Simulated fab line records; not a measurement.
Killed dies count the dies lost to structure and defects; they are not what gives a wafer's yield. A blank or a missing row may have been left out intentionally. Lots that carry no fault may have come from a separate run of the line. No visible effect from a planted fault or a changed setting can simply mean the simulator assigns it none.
fab line records	flow nand-harc
record: lots: 10	wafers: 30	last-day: 34
route steps=1302 shown A_BLC@1128 A_M0@1150 END@1302
lots untouched by any fault: they come from a run of this same line in which no faults occurred
start-h: hours from the record's opening day to when the first of the lot's shown wafers began	wait-h: time in hours since the lot's previous step	" unchanged from the row above	L1.1+2: several wafers, shown together as one row	- either no value or no given start	* or withheld: withheld	< > ~ a bound
route shown NAME@n: NAME is a module with steps in the file, n the number in the route of the first one	usual: mean and standard deviation over wafers with no fault	same: alike in all rows	chamber/n: place in a boat	sites: per-site readings	_std_site: the values' standard deviation	_edge_site: mean of outer sites minus mean of inner sites	radius-mm: how far each site lies from the wafer's centre	mask NAME#n: copy n	behind: the last tool/chamber to shape the wafer	hold: cause of the lot's hold/its duration in hours/its outcome	device: the transistor (n, p or np) that didn't switch	end of line: the same wafers' tests at the end of the route	a step with no rows: only its recipe	killed: count of dies lost to structure and defects at first sort (not the wafer's yield)	map: dies across one wafer; x = killed, . = not, _ = none there
set.NAME: the setting as run; set.NAME@STEP: as run at that earlier step	model.NAME: the simulator's own value behind a step, which no gauge read
one table for each step of the route and one row for each wafer, over a sample of lots
services: from which hour (start-h, from the record's first day; less than 0 if before it) a tool's chamber was out of use, for how many hours, and why
== steps ==
step: NHARC_A_BLC_DEGAS_30
recipe: temp-c: 300	time-s: 60
usual: heater-power-w: 464/27
lot.wafer	tool	chamber	start-h	wait-h	heater-power-w
L636.4	pvd-sputter-01	-	550.07	-	456
L636.1	"	-	"	"	490
L636.6	"	-	"	"	482
L637.3	pvd-sputter-02	-	554.59	-	450
L637.1	"	-	"	"	471
L637.5	"	-	"	"	441
L639.2	pvd-sputter-01	-	582.35	-	447
L639.4	"	-	"	"	479
L639.5	"	-	"	"	450
L644.1	pvd-sputter-02	-	633.84	-	418
L644.2	"	-	"	"	452
L644.6	"	-	"	"	472
L643.3	pvd-sputter-03	-	642.57	-	521
L643.4	"	-	"	"	441
L643.5	"	-	"	"	427
L645.3	pvd-sputter-03	-	645.71	-	423
L645.6	"	-	"	"	427
L645.5	"	-	"	"	461
L642.2	pvd-sputter-03	-	649.07	-	431
L642.3	"	-	"	"	430
L642.4	"	-	"	"	462
L646.4	pvd-sputter-02	-	655.37	-	420
L646.2	"	-	"	"	453
L646.6	"	-	"	"	428
L655.2	pvd-sputter-03	-	733.47	-	543
L655.4	"	-	"	"	476
L655.5	"	-	"	"	440
L656.1	pvd-sputter-01	-	764.71	-	452
L656.2	"	-	"	"	481
L656.5	"	-	"	"	463
step: NHARC_A_M0_DESCUM_14
recipe: time-s: 3	o2-flow-sccm: 200	ar-flow-sccm: 0	bias-power-w: 0	chemistry: O2
usual: drypump-motor-current-A: 5.7/0.46	oes-product-au: 0.996/0.01	rf-vpp-V: 57.9/0.88	showerhead-plenum-p-Torr: 1.93/0.086	throttle-valve-pct: 11.312/0.0095
lot.wafer	tool	chamber	start-h	wait-h	drypump-motor-current-A	oes-product-au	rf-hours-counter-h	rf-vpp-V	showerhead-plenum-p-Torr	throttle-valve-pct
L636.4	rie-diel-01	0	552.80	0.1	5.2	0.999	7.6	57.6	1.86	11.307
L636.1	"	1	"	"	5.3	1.005	9.1	58.8	1.83	11.328
L636.6	"	3	"	"	6.3	0.991	-	57.2	1.96	11.315
L637.1	rie-diel-01	1	557.06	0.1	5.3	1.001	9.1	57.2	1.83	11.298
L637.3	"	2	"	"	6.0	0.992	9.9	59.0	2.00	11.328
L637.5	"	1	"	"	5.3	1.010	-	58.7	1.83	11.316
L639.4	rie-diel-09	1	584.82	0.1	6.0	1.004	3.8	57.5	1.89	11.328
L639.2	"	2	"	"	6.4	0.995	3.8	57.9	1.81	11.319
L639.5	"	1	"	"	6.0	1.003	-	56.8	1.89	11.314
L644.1	rie-diel-12	2	636.74	0.1	5.9	0.989	0.0	58.5	1.98	11.313
L644.2	"	3	"	"	6.1	0.995	0.0	57.8	2.04	11.301
L644.6	"	2	"	"	5.8	1.002	-	57.7	1.98	11.302
L643.3	rie-diel-12	0	645.68	0.1	4.8	0.994	0.6	56.6	1.79	11.312
L643.4	"	1	"	"	5.4	1.008	0.7	58.4	1.94	11.306
L643.5	"	1	"	"	5.4	1.010	-	58.2	1.94	11.314
L645.3	rie-diel-01	2	648.07	0.1	6.0	0.997	5.5	58.2	2.00	11.303
L645.6	"	0	"	"	5.2	0.994	-	58.6	1.86	11.322
L645.5	"	3	"	"	6.2	0.995	-	58.3	1.96	11.314
L642.3	rie-diel-01	0	651.79	0.1	5.2	0.987	5.0	57.1	1.86	11.312
L642.2	"	2	"	"	6.0	0.992	5.6	57.8	2.00	11.307
L642.4	"	2	"	"	6.0	1.000	-	59.2	2.00	11.304
L646.4	rie-diel-12	0	657.84	0.1	4.8	0.990	1.1	58.0	1.79	11.291
L646.2	"	1	"	"	5.4	1.015	1.3	58.1	1.94	11.317
L646.6	"	0	"	"	4.8	0.996	-	55.7	1.79	11.299
L655.2	rie-diel-09	2	736.28	0.1	6.4	1.004	2.1	58.0	1.80	11.311
L655.4	"	3	"	"	5.6	0.998	2.2	57.5	1.93	11.315
L655.5	"	3	"	"	5.6	0.985	-	58.8	1.93	11.315
L656.1	rie-diel-12	3	767.18	0.1	6.1	1.003	6.8	57.4	2.04	11.305
L656.2	"	0	"	"	4.8	0.981	7.5	56.6	1.79	11.313
L656.5	"	0	"	"	4.8	0.979	-	56.0	1.79	11.314
step: NHARC_A_M0_ETCH_34
recipe: target-depth-a: 400	overetch-a: 120	time-s: 43.94	ion-energy-ev: 200	n2-flow-sccm: 150	h2-flow-sccm: 150	ar-flow-sccm: 0	rf-w: 400	bias-w: 150	chemistry: N2/H2
usual: drypump-motor-current-A: 5.6/0.48	h2-flow-sccm: 150.0/0.47	oes-product-au: 0.998/0.0097	rf-vpp-V: 430.9/2.7	run-length-s: 65.6/0.42	showerhead-plenum-p-Torr: 2.05/0.094	throttle-valve-pct: 14.171/0.0091
lot.wafer	tool	chamber	start-h	wait-h	drypump-motor-current-A	h2-flow-sccm	oes-product-au	rf-hours-counter-h	rf-vpp-V	run-length-s	showerhead-plenum-p-Torr	throttle-valve-pct
L636.1	rie-diel-01	2	552.86	0.1	6.0	150.0	0.996	9.8	433.0	65.4	2.14	14.166
L636.4	"	0	"	"	5.2	150.2	0.984	7.6	429.7	65.7	1.98	14.158
L636.6	"	3	"	"	6.3	149.9	0.989	-	432.2	65.1	2.10	14.162
L637.1	rie-diel-01	1	557.15	0.1	5.3	149.6	1.011	9.1	426.3	66.1	1.95	14.171
L637.3	"	3	"	"	6.2	150.0	0.998	9.5	432.3	64.9	2.09	14.175
L637.5	"	0	"	"	5.2	149.4	0.995	-	429.8	65.9	1.98	14.181
L639.2	rie-diel-09	1	584.89	0.1	6.0	149.2	1.003	3.8	429.4	65.1	2.02	14.181
L639.4	"	0	"	"	5.6	150.3	0.982	2.9	434.2	65.4	2.19	14.174
L639.5	"	1	"	"	6.0	148.4	1.004	-	429.5	65.4	2.02	14.174
L644.1	rie-diel-12	1	636.83	0.1	5.4	149.8	1.010	0.1	432.3	65.1	2.07	14.186
L644.2	"	3	"	"	6.1	149.7	0.994	0.1	434.3	65.6	2.18	14.172
L644.6	"	2	"	"	5.8	149.8	0.988	-	432.3	66.2	2.11	14.183
L643.3	rie-diel-12	2	645.77	0.1	5.8	149.8	1.004	0.5	432.9	66.0	2.11	14.157
L643.4	"	3	"	"	6.1	150.1	1.008	0.4	433.7	65.6	2.18	14.160
L643.5	"	2	"	"	5.8	149.5	0.997	-	432.8	66.0	2.11	14.169
L645.3	rie-diel-01	2	648.16	0.1	6.0	150.6	0.993	5.6	433.5	65.6	2.14	14.177
L645.6	"	2	"	"	6.0	149.7	0.988	-	435.0	65.4	2.14	14.164
L645.5	"	3	"	"	6.3	150.6	0.993	-	431.0	65.4	2.09	14.165
L642.2	rie-diel-01	2	651.88	0.1	6.0	150.0	0.997	5.6	432.7	65.6	2.14	14.185
L642.3	"	0	"	"	5.2	150.4	1.009	5.0	429.2	66.0	1.98	14.181
L642.4	"	0	"	"	5.2	150.3	0.992	-	428.9	65.6	1.98	14.164
L646.4	rie-diel-12	3	657.93	0.1	6.1	149.4	0.992	0.9	432.8	65.4	2.18	14.186
L646.2	"	0	"	"	4.8	149.3	0.998	1.1	425.3	66.2	1.90	14.183
L646.6	"	1	"	"	5.4	150.1	1.010	-	429.3	54.4	2.07	14.175
L655.2	rie-diel-09	2	736.38	0.1	6.4	149.6	0.992	2.1	426.0	65.7	1.92	14.167
L655.4	"	3	"	"	5.6	150.2	1.005	2.3	430.9	64.8	2.05	14.157
L655.5	"	1	"	"	6.0	149.6	1.012	-	430.8	65.2	2.01	14.163
L656.1	rie-diel-12	0	767.26	0.1	4.8	150.4	0.976	7.5	427.9	65.9	1.90	14.167
L656.2	"	2	"	"	5.8	150.2	0.996	6.9	432.7	66.4	2.11	14.172
L656.5	"	1	"	"	5.4	150.3	1.001	-	430.8	65.2	2.06	14.178
step: NHARC_A_M0_STRIP_18
recipe: power-w: 1000	n2-flow-sccm: 150	h2-flow-sccm: 150	ar-flow-sccm: 0	bias-w: 0	chemistry: N2/H2
usual: drypump-motor-current-A: 5.6/0.46	h2-flow-sccm: 150.0/0.44	oes-product-au: 0.999/0.0093	rf-vpp-V: 90.7/1	showerhead-plenum-p-Torr: 2.05/0.09	throttle-valve-pct: 14.171/0.0094
lot.wafer	tool	chamber	start-h	wait-h	drypump-motor-current-A	h2-flow-sccm	oes-product-au	rf-hours-counter-h	rf-vpp-V	showerhead-plenum-p-Torr	throttle-valve-pct
L636.1	rie-diel-12	1	553.21	0.1	5.4	149.6	1.007	4.5	90.2	2.07	14.154
L636.4	"	2	"	"	5.8	149.5	1.011	3.2	90.7	2.11	14.159
L636.6	"	3	"	"	6.1	150.5	1.003	-	91.7	2.18	14.184
L637.3	rie-diel-12	1	557.46	0.1	5.4	149.4	1.000	4.7	89.6	2.07	14.169
L637.1	"	2	"	"	5.8	149.2	1.020	3.3	91.3	2.11	14.167
L637.5	"	1	"	"	5.4	149.9	1.008	-	90.6	2.07	14.169
L639.4	rie-diel-12	1	585.18	0.1	5.4	150.9	0.998	5.7	91.7	2.07	14.165
L639.2	"	2	"	"	5.9	150.5	1.007	4.5	91.0	2.11	14.154
L639.5	"	1	"	"	5.4	150.3	1.005	-	88.9	2.07	14.180
L644.2	rie-diel-09	0	637.14	0.1	5.6	149.8	0.977	4.1	90.6	2.19	14.173
L644.1	"	2	"	"	6.4	150.7	1.000	5.4	88.8	1.92	14.162
L644.6	"	0	"	"	5.6	149.1	0.990	-	92.7	2.19	14.171
L643.4	rie-diel-09	1	646.10	0.1	6.0	150.3	1.002	5.4	91.3	2.02	14.156
L643.3	"	2	"	"	6.4	149.8	1.005	5.5	88.4	1.92	14.164
L643.5	"	0	"	"	5.6	150.0	0.983	-	91.2	2.19	14.171
L645.3	rie-diel-12	0	648.55	0.1	4.8	149.7	0.995	0.6	89.4	1.90	14.181
L645.6	"	1	"	"	5.4	149.8	1.012	-	89.8	2.07	14.183
L645.5	"	2	"	"	5.9	150.0	0.990	-	89.4	2.11	14.159
L642.4	rie-diel-12	1	652.22	0.1	5.4	150.4	1.004	1.1	89.3	2.07	14.169
L642.2	"	2	"	"	5.9	150.1	0.997	1.0	90.6	2.11	14.190
L642.3	"	3	"	"	6.1	149.8	1.009	0.8	91.0	2.18	14.160
L646.4	rie-diel-01	1	658.25	0.1	5.3	150.4	1.002	4.7	90.5	1.95	14.183
L646.2	"	2	"	"	6.0	150.8	0.989	7.3	91.2	2.14	14.165
L646.6	"	3	"	"	6.3	149.1	1.004	-	91.9	2.09	14.170
L655.4	rie-diel-12	0	736.66	0.1	4.8	149.5	0.989	6.1	89.8	1.90	14.166
L655.2	"	3	"	"	6.1	150.6	0.989	5.5	92.9	2.18	14.162
L655.5	"	1	"	"	5.4	149.9	1.003	-	91.9	2.06	14.166
L656.1	rie-diel-01	0	767.60	0.1	5.2	150.1	0.992	1.8	90.8	1.98	14.172
L656.2	"	1	"	"	5.3	149.2	0.980	1.7	90.0	1.95	14.163
L656.5	"	2	"	"	6.0	150.4	1.002	-	91.6	2.13	14.176
step: NHARC_END_SORT_01
recipe: temp-c: 25
usual: defect-limited-yield: 91.8/2.5	killed-at-array: 51/17	killed-at-other: 1.0/1.2	killed-at-periphery: 3.4/2.5	killed-dies: 56/17	killed-open: 3.3/2.1	killed-short: 2.6/1.6	sort_bin_2_pct: 2.8/1.1	sort_bin_3_pct: 0.6/0.34	sort_bin_4_pct: 4.9/1.5	sort-n-pass: 621/17	sort-rim-yield-pct: 93/4	sort-yield-pct: 91.8/2.5
same: gross-dies: 677	sort_bin_5_pct[%]: 0	sort_bin_6_pct[%]: 0	sort_bin_7_pct[%]: 0	sort_bin_8_pct[%]: 0	sort-rim-n-gross: 106.00
lot.wafer	tool	chamber	start-h	wait-h	defect-limited-yield[%]	killed-at-array	killed-at-other	killed-at-periphery	killed-dies	killed-open	killed-short	sort_bin_2_pct[%]	sort_bin_3_pct[%]	sort_bin_4_pct[%]	sort-n-pass	sort-rim-yield-pct[%]	sort-yield-pct[%]
L637.1	prober-02	0	598.77	2.5	92.5	48	1	2	51	5	3	2.4	0.4	4.7	626	84	92.5
L637.3	prober-02	0	600.39	3.1	93.5	35	0	9	44	2	1	1.5	0.6	4.4	633	90	93.5
L637.5	prober-02	0	602.02	3.8	94.2	34	1	4	39	3	3	2.2	0.3	3.2	638	90	94.2
L639.2	prober-01	0	625.76	2.8	95.0	33	0	1	34	4	1	1.3	0.1	3.5	643	91	95.0
L639.4	prober-01	0	627.34	3.4	94.2	35	0	4	39	3	4	1.8	0.1	3.8	638	91	94.2
L639.5	prober-01	0	628.13	3.7	94.7	33	0	3	36	2	3	1.2	0.3	3.8	641	93	94.7
L644.1	prober-02	0	677.80	2.5	95.4	28	3	0	31	1	2	1.6	0.1	2.8	646	93	95.4
L644.2	prober-02	0	678.60	2.8	94.7	31	2	3	36	4	3	1.8	0.1	3.4	641	93	94.7
L644.6	prober-02	0	681.81	4.0	96.0	21	4	2	27	2	3	1.2	0	2.8	650	94	96.0
killed by level:class
L637.1 A_CHANNEL_HOLE_D1:chamber-film-flake=13 A_CHANNEL_HOLE_D2:chamber-film-flake=9 A_CONTACT:chamber-film-flake=9 A_STAIRCASE:chamber-film-flake=7 A_BLC:geometric-particle:open=2 P_M0:geometric-particle:open=1 A_DECK1_JOINT:geometric-particle:short=1 A_DECK1_JOINT:geometric-particle:open=1
L637.3 A_CHANNEL_HOLE_D2:chamber-film-flake=12 A_CHANNEL_HOLE_D1:chamber-film-flake=9 A_CONTACT:chamber-film-flake=6 P_STI:chamber-film-flake=4 P_ZERO_WELL:chamber-film-flake=2 A_DECK1_JOINT:chamber-film-flake=2 P_M1:geometric-particle:open=1 P_M2:geometric-particle:open=1
L637.5 A_CHANNEL_HOLE_D1:chamber-film-flake=12 A_CHANNEL_HOLE_D2:chamber-film-flake=7 A_CONTACT:chamber-film-flake=6 A_STAIRCASE:chamber-film-flake=3 P_CONTACT:chamber-film-flake=2 P_M1:geometric-particle:open=1 A_CHANNEL_HOLE_D2:geometric-particle:open=1 A_CHANNEL_FILL_D2:geometric-particle:short=1
L639.2 A_STAIRCASE:chamber-film-flake=10 A_CHANNEL_HOLE_D2:chamber-film-flake=8 A_CHANNEL_HOLE_D1:chamber-film-flake=5 A_SOURCE_PLATE:geometric-particle:open=1 A_WL_FILL:geometric-particle:open=1 A_WL_FILL:geometric-particle:short=1 A_BLC:geometric-particle:open=1 A_M0:geometric-particle:open=1
L639.4 A_CHANNEL_HOLE_D2:chamber-film-flake=9 A_STAIRCASE:chamber-film-flake=7 A_CHANNEL_HOLE_D1:chamber-film-flake=5 P_GATE:chamber-film-flake=4 A_SLIT:chamber-film-flake=4 A_ONON_D1:geometric-particle:open=2 A_ZERO_WELL:chamber-film-flake=2 A_SOURCE_PLATE:geometric-particle:short=1
L639.5 A_CHANNEL_HOLE_D2:chamber-film-flake=12 A_STAIRCASE:chamber-film-flake=7 A_CHANNEL_HOLE_D1:chamber-film-flake=5 P_GATE:chamber-film-flake=2 A_ZERO_WELL:chamber-film-flake=2 A_ONON_D1:geometric-particle:open=1 A_ONON_D1:geometric-particle:short=1 A_CHANNEL_HOLE_D1:geometric-particle:short=1
L644.1 A_CHANNEL_HOLE_D1:chamber-film-flake=6 A_CONTACT:chamber-film-flake=4 A_M0:chamber-film-flake=3 A_BONDPAD:chamber-film-flake=3 THIN_TSV:chamber-film-flake=3 A_CHANNEL_FILL_D2:chamber-film-flake=2 A_SLIT:chamber-film-flake=2 A_WL_FILL:chamber-film-flake=2
L644.2 A_CHANNEL_HOLE_D1:chamber-film-flake=6 A_CHANNEL_FILL_D2:chamber-film-flake=6 A_CONTACT:chamber-film-flake=4 A_M0:chamber-film-flake=3 A_SLIT:chamber-film-flake=2 A_BONDPAD:chamber-film-flake=2 THIN_TSV:chamber-film-flake=2 P_M2:geometric-particle:open=1
L644.6 A_CHANNEL_HOLE_D1:chamber-film-flake=4 THIN_TSV:chamber-film-flake=4 A_STAIRCASE:chamber-film-flake=2 A_WL_FILL:chamber-film-flake=2 A_CONTACT:chamber-film-flake=2 A_M0:chamber-film-flake=2 A_BONDPAD:chamber-film-flake=2 P_BONDPAD:geometric-particle:short=1
== services ==
tool	chamber	start-h	hours	kind
rie-diel-12	0	527.95	-	clean
rie-diel-12	1	527.95	-	clean
rie-diel-12	2	527.95	-	clean
pvd-sputter-03	-	529.30	1.6	repair
rie-diel-12	2	532.78	17.9	repair
rie-diel-01	-	557.84	9.0	pm
rie-diel-12	1	564.88	5.5	repair
rie-diel-01	2	567.12	3.8	repair
rie-diel-01	1	568.25	6.7	repair
pvd-sputter-02	-	578.47	1.1	repair
rie-diel-01	3	581.73	14.2	repair
pvd-sputter-01	-	590.89	3.0	repair
rie-diel-09	3	602.87	3.5	repair
rie-diel-12	-	622.40	9.0	pm
pvd-sputter-02	-	638.00	10.0	pm
rie-diel-01	1	644.72	9.7	repair
rie-diel-09	2	658.45	4.9	repair
rie-diel-09	-	674.10	9.0	pm
pvd-sputter-03	-	704.03	10.0	pm
pvd-sputter-01	-	709.53	8.4	repair
pvd-sputter-02	-	717.65	22.4	repair
rie-diel-01	3	726.12	5.6	repair
rie-diel-01	-	734.84	9.0	pm
pvd-sputter-03	-	749.03	1.2	repair
== key ==
first-sign: step: NHARC_A_M0_ETCH_34	reading: run-length-s	direction: down	sigmas: 27	usual: *	struck: *
effect none on later readings
met-at NHARC_A_M0_ETCH_34
struck-lots L646
struck-wafers L646.6
not-acting-at NHARC_A_BLC_DEGAS_30,NHARC_A_M0_DESCUM_14,NHARC_A_M0_STRIP_18
onset-between 645.77 657.93
fault: kind: process-parameter-drift	tool: rie-diel-12	chamber: -	onset-h: 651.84	steps: NHARC_A_M0_ETCH_34	channel: time-s	offset: *	shape: step	end-h: 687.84	scope: struck-wafers-only	acts-in: *	stated: *
